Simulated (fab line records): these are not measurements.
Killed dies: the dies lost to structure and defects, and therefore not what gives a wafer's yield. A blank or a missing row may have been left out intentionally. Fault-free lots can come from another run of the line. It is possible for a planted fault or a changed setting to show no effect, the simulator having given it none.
A lot that was struck, set against a sound lot + flow n5-finfet + 17 out of 1938 route steps
Sound: the wafers L286.1, L286.4, L286.6. Wafers L275.1, L275.3, L275.4 were the ones struck. Last of all comes the cause.
Each step with rows lists, per side, the tool, then ch with its chambers, then its first start. Under that, the readings that differ: sound wafers + struck wafers + difference of the means + sigmas: that difference in standard deviations of wafers without a fault.
alike: words and numbers the same on both sides, and readings whose means are apart by under 2 such deviations; not compared: readings that were withheld, readings missing a value for some wafer, numbers with overlapping values and no deviation given by the record, and bounds like >300 which may hide the same value.
Wherever a step has rows on one side only, a row that says differs or no value, or a row with sigmas, the two part there. Non-overlapping numbers with no deviation appear without sigmas and do not part them. Lack of a reading on every wafer of one side parts them only where that side has two or more wafers.

N5_ZERO_LAYER_PECVD_02: deposits SiO2 from SiH4/N2O, target thk 10 nm, time 6 s.
  sound on pecvd-04 ch 0,1, day 5 06:19; struck on pecvd-03 ch 0,1,2, day 2 12:17
  alike: heater-power-w, showerhead-plenum-p-Torr
then, 8 steps without rows for these wafers: N5_ZERO_LAYER_HMDS_04 (time 60 s); N5_ZERO_LAYER_COAT_05 (resist thk 1000 nm); N5_ZERO_LAYER_EBR_07; N5_ZERO_LAYER_SOFTBAKE_06 (time 90 s); N5_ZERO_LAYER_EXPOSE_08 (exposes mask ZERO, defocus 0 nm, target cd 2000 nm); N5_ZERO_LAYER_PEB_09; N5_ZERO_LAYER_DEVELOP_10 (develop time 60 s); N5_ZERO_LAYER_HARDBAKE_23 (time 120 s).
N5_ZERO_LAYER_CD_MEAS_11 targets a cd of 2000 nm.
  sound on cd-sem-02 ch 0, day 5 06:40; struck on cd-sem-03 ch 0, day 2 12:46
  alike: cd-nm
N5_ZERO_LAYER_DESCUM_16: chemistry O2, time 7.9 s.
  sound on rie-diel-04 ch 0,1, day 5 06:43; struck on rie-diel-05 ch 0,1,3, day 2 12:48
| reading                     | sound       | struck      | difference | sigmas |
|-----------------------------|-------------|-------------|------------|--------|
| drypump-motor-current-A (A) | 5.6 6.3 6.3 | 5.6 5.4 5.2 | -0.7       | -2     |
  alike: oes-product-au, rf-vpp-V, showerhead-plenum-p-Torr, throttle-valve-pct
  not compared: rf-hours-counter-h
N5_ZERO_LAYER_ETCH_17: etches SiO2 in CF4, target depth 12 nm, time 13.3 s.
  sound on rie-diel-04 ch 0,1, day 5 06:44; struck on rie-diel-05 ch 0,1,3, day 2 12:50
| reading                     | sound       | struck      | difference | sigmas |
|-----------------------------|-------------|-------------|------------|--------|
| drypump-motor-current-A (A) | 5.6 6.3 6.3 | 5.6 5.4 5.2 | -0.7       | -2     |
  alike: bias-w, cf4-flow-sccm, oes-product-au, rf-vpp-V, showerhead-plenum-p-Torr, throttle-valve-pct
  not compared: rf-hours-counter-h
N5_ZERO_LAYER_ETCH_18: etches Si in HBr/Cl2, target depth 120 nm, time 40 s.
  sound on rie-si-02 ch 0,2, day 5 06:49; struck on rie-si-06 ch 0,2,3, day 2 12:55
  no value came back on the struck wafers for any of 6 readings (HBr_flow_sccm (sccm), bias-w (W) and others); on the sound wafers HBr_flow_sccm (sccm) reads 149.9 149.3 149.9
| reading                                      | sound             | struck            | difference | sigmas |
|----------------------------------------------|-------------------|-------------------|------------|--------|
| model.coat_of_ZERO_LAYER_COAT_05.thk-nm (nm) | 927.3 932.6 928.6 | 975.2 971.5 972.2 | +43.5      |        |
  not compared: rf-hours-counter-h
N5_ZERO_LAYER_STRIP_24: strips in O2.
  sound on plasma-asher-02 ch 0,1, day 5 06:55; struck on plasma-asher-01 ch 0,1, day 2 13:01
| reading                      | sound             | struck            | difference | sigmas |
|------------------------------|-------------------|-------------------|------------|--------|
| strip-time-to-endpoint-s (s) | 43.74 43.91 43.80 | 45.12 45.01 45.02 | +1.23      | +16    |
  alike: drypump-motor-current-A, heater-power-w, oes-product-au
  not compared: rf-hours-counter-h
then, 1 step without rows for these wafers: N5_ZERO_LAYER_STRIP_19 (strips in SPM, time 900 s).
N5_BEOL_M4_RC_MEAS_101:
  the record has rows for the sound wafers here (prober-01 ch 0, day 11 23:56) and none for the struck ones
-- a jump in the record: the struck wafers' starts before and after are 12 days apart (it breaks off in module BEOL_M4 and resumes in module PASSIVATION, where the first step shown is number 1936 of the route) --
N5_PASSIVATION_PROBE_49:
  rows exist in the record for the struck wafers here (prober-02, day 14 10:44), but not for the sound ones

WHERE THEY PART
First at N5_ZERO_LAYER_DESCUM_16; last, within this record, at N5_PASSIVATION_PROBE_49.

WHY: what had been put in by the simulator
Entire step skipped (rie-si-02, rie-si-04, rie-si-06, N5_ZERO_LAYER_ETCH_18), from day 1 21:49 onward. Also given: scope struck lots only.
